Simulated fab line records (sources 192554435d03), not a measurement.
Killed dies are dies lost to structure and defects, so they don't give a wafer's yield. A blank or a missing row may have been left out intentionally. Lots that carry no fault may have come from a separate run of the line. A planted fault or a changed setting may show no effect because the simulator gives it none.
8D (eight disciplines) problem report, filled in by code | flow n5 finfet | the parts of the form that need people (team, actions taken, sign-off) are left out

1. WHAT IS WRONG
Wafers with no fault read 186 with a standard deviation of 37, whereas raw defect count at N5_SD_EPI_P_INSPECT_26 reads a mean of 1071 on 1 wafer of 1 lot. Measured from the usual mean, that is +24 standard deviations.
The step: inspects for defects (darkfield).
Earliest sighting: wafer L438.6 on defect inspect-01 at day 5 03:00. The record holds 24 wafers of 8 lots with a number at this step. The rule behind "out" and "out of limits": a value lying over 4 standard deviations away from the usual mean. All remaining wafers that have a number are taken as sound.

2. WHAT IT IS, WHAT IT ISN'T
question                    | is                | is not
which readings at this step | raw defect count  | -
which lots                  | L438              | L431, L433, L437, L446, L452, L453, L454
which wafers of those lots  | L438.6            | L438.2, L438.4
read on which gauges        | defect inspect-01 | defect inspect-02
when                        | from day 5 03:00  | up to then (11 sound wafers); but 12 sound wafers of L446, L452, L453, L454 came after

3. THE SUSPECTS, EACH WITH WHAT RULES IT OUT
Counting: any tool at a process step up to the reading remains a suspect provided it ran every lot that is out. Sound lots after the first of them don't rule it out here, since some wafers of a struck lot are sound.
- the gauge at N5_SD_EPI_P_INSPECT_26 is ruled out. All the wafers that are out were read on defect inspect-01, but those of them that N5_PASSIVATION_PROBE_49 has rows for are out there too, on other tools.
- rie diel-03 at N5_SD_EPI_P_DESCUM_14 (chemistry O2, time 7.9 s): kept. It ran the lot that is out, L438 (day 4 23:17); its last sound lot up to then is L431 (day 3 05:52).
- rie diel-03 at N5_SD_EPI_P_ETCHBACK_46 (etches SiNx in CH3F/O2, stops on SiO2, target depth 17.5 nm): kept. It ran the lot that is out, L438 (day 4 23:41); its last sound lot up to then is L431 (day 3 06:16).
- rie diel-03 at N5_SD_EPI_P_ETCH_16 (etches SiO2 in CHF3/O2, target depth 5 nm): kept. It ran the lot that is out, L438 (day 4 23:53); its last sound lot up to then is L431 (day 3 06:28).
- rie si-01 at N5_SD_EPI_P_SD_RECESS_17 (chemistry HBr/Cl2/O2, target depth 39.1 nm, bt time 3 s): kept. It ran the lot that is out, L438 (day 4 23:58).
- In rie diel-03 at N5_SD_EPI_P_DESCUM_14, the wafers that are out were processed in chamber 0 and their sound lot-mates in chambers 1, 3.
- In rie diel-03 at N5_SD_EPI_P_ETCHBACK_46, the wafers that are out were processed in chamber 0 and their sound lot-mates in chambers 1, 3.
- In rie diel-03 at N5_SD_EPI_P_ETCH_16, the wafers that are out were processed in chamber 0 and their sound lot-mates in chambers 1, 3.
- In rie si-01 at N5_SD_EPI_P_SD_RECESS_17, the wafers that are out were processed in chamber 0 and their sound lot-mates in chambers 1, 3.
Left after counting: rie diel-03 at N5_SD_EPI_P_DESCUM_14, rie diel-03 at N5_SD_EPI_P_ETCHBACK_46, rie diel-03 at N5_SD_EPI_P_ETCH_16, rie si-01 at N5_SD_EPI_P_SD_RECESS_17.

4. THE CAUSE (what the simulator had put in)
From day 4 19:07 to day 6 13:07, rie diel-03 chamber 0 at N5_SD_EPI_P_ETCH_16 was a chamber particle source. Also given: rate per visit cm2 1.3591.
Of the 4 suspects that counting leaves, this tool is one.

5. THE EFFECT CHAIN, in route order
Rows list readings where the struck wafers' mean (over those with a number) sits beyond 3 standard deviations from the usual. Readings are gone through only where the record gives a usual standard deviation; hours: the median, over the lots, of the time from a lot's start at the first step in this table giving one to that lot's start at this step; sigmas: the change measured in usual standard deviations.
hours | step                    | reading              | usual  | on struck wafers | change | sigmas
0     | N5_SD_EPI_P_INSPECT_26  | raw defect count     | 186    | 1071             | +885   | +24
230   | N5_PASSIVATION_PROBE_49 | defect limited yield | 91.3 % | 81.1             | -10.2  | -7.3
230   | N5_PASSIVATION_PROBE_49 | killed at front end  | 39     | 162              | +123   | +11
230   | N5_PASSIVATION_PROBE_49 | killed dies          | 103    | 223              | +120   | +7.5
230   | N5_PASSIVATION_PROBE_49 | sort_bin_5_function  | 5.1 %  | 10.8             | +5.7   | +6.5
230   | N5_PASSIVATION_PROBE_49 | sort n pass          | 1077   | 957              | -120   | -7.5
230   | N5_PASSIVATION_PROBE_49 | sort yield pct       | 91.3 % | 81.1             | -10.2  | -7.3
Here are the process steps it includes:
- N5_PASSIVATION_PROBE_49
Later measuring or inspecting steps at which every struck wafer that the step has a row for has a number for every such reading, and none has moved that far: N5_BEOL_M4_RC_MEAS_101.

6. WHAT WOULD HAVE CAUGHT IT SOONER
In this record the first reading out of limits at a measuring or inspecting step was taken at day 5 03:00, 8 hours after the fault began at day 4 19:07.
Of the tool readings at N5_SD_EPI_P_ETCH_16 for which the record gives a usual standard deviation, none was out on any struck wafer, so an alarm limit of 4 standard deviations on them would not have fired.
By day 5 03:00 the whole set of lots that are out, 1 in number, had already begun N5_SD_EPI_P_ETCH_16 on rie diel-03. Holding the tool at that point would not have protected any of them.
